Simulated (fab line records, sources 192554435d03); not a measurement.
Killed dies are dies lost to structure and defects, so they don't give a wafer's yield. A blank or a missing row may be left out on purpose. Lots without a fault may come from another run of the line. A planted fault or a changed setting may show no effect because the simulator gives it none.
Chamber matching | flow n5_finfet | N5_MOL_CONTACT_COAG_ETCH_106 on rie_diel-05: 4 sister chambers
The step etches SOC in N2/H2, target depth 80 nm, overetch 16 nm, time 120 s. 4 wafers are shown with their chamber, then 7 later ones without.

WAFERS WITH THEIR CHAMBER
wafer  | chamber | showerhead_plenum_p_Torr (Torr)
L216.6 | 0       | 2.56
L225.5 | 1       | 2.48
L233.2 | 3       | 2.64
L233.3 | 2       | 2.52

WAFERS WITHOUT THEIR CHAMBER
wafer  | showerhead_plenum_p_Torr (Torr)
L233.4 | 2.55
L238.1 | 2.51
L238.2 | 2.54
L238.6 | 2.64
L237.1 | 2.64
L237.3 | 2.47
L237.6 | 2.51

WHICH CHAMBER EACH WENT THROUGH
wafer  | from the rows above     | in truth
L233.4 | can't be placed: 0 or 2 | 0
L238.1 | can't be placed: 2 or 1 | 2
L238.2 | can't be placed: 0 or 2 | 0
L238.6 | 3                       | 3
L237.1 | 3                       | 3
L237.3 | 1                       | 1
L237.6 | can't be placed: 2 or 1 | 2
Placed correctly: 3 of 7. Can't be placed from these rows: 4 (the true chamber is among the candidates in 4). Placed wrongly: 0.
How it was worked out, from the rows above alone: a wafer's distance from a chamber is the root of the sum, over the readings, of the square of ((its reading less the chamber's mean) divided by the reading's scatter). The wafer belongs to the nearest chamber; if the next one is less than 2 further off, it can't be placed. A chamber's mean is the mean of its shown wafers. The scatter: with one shown wafer a chamber, the root of the mean of the squares of how far each hidden wafer lies from its nearest shown one.
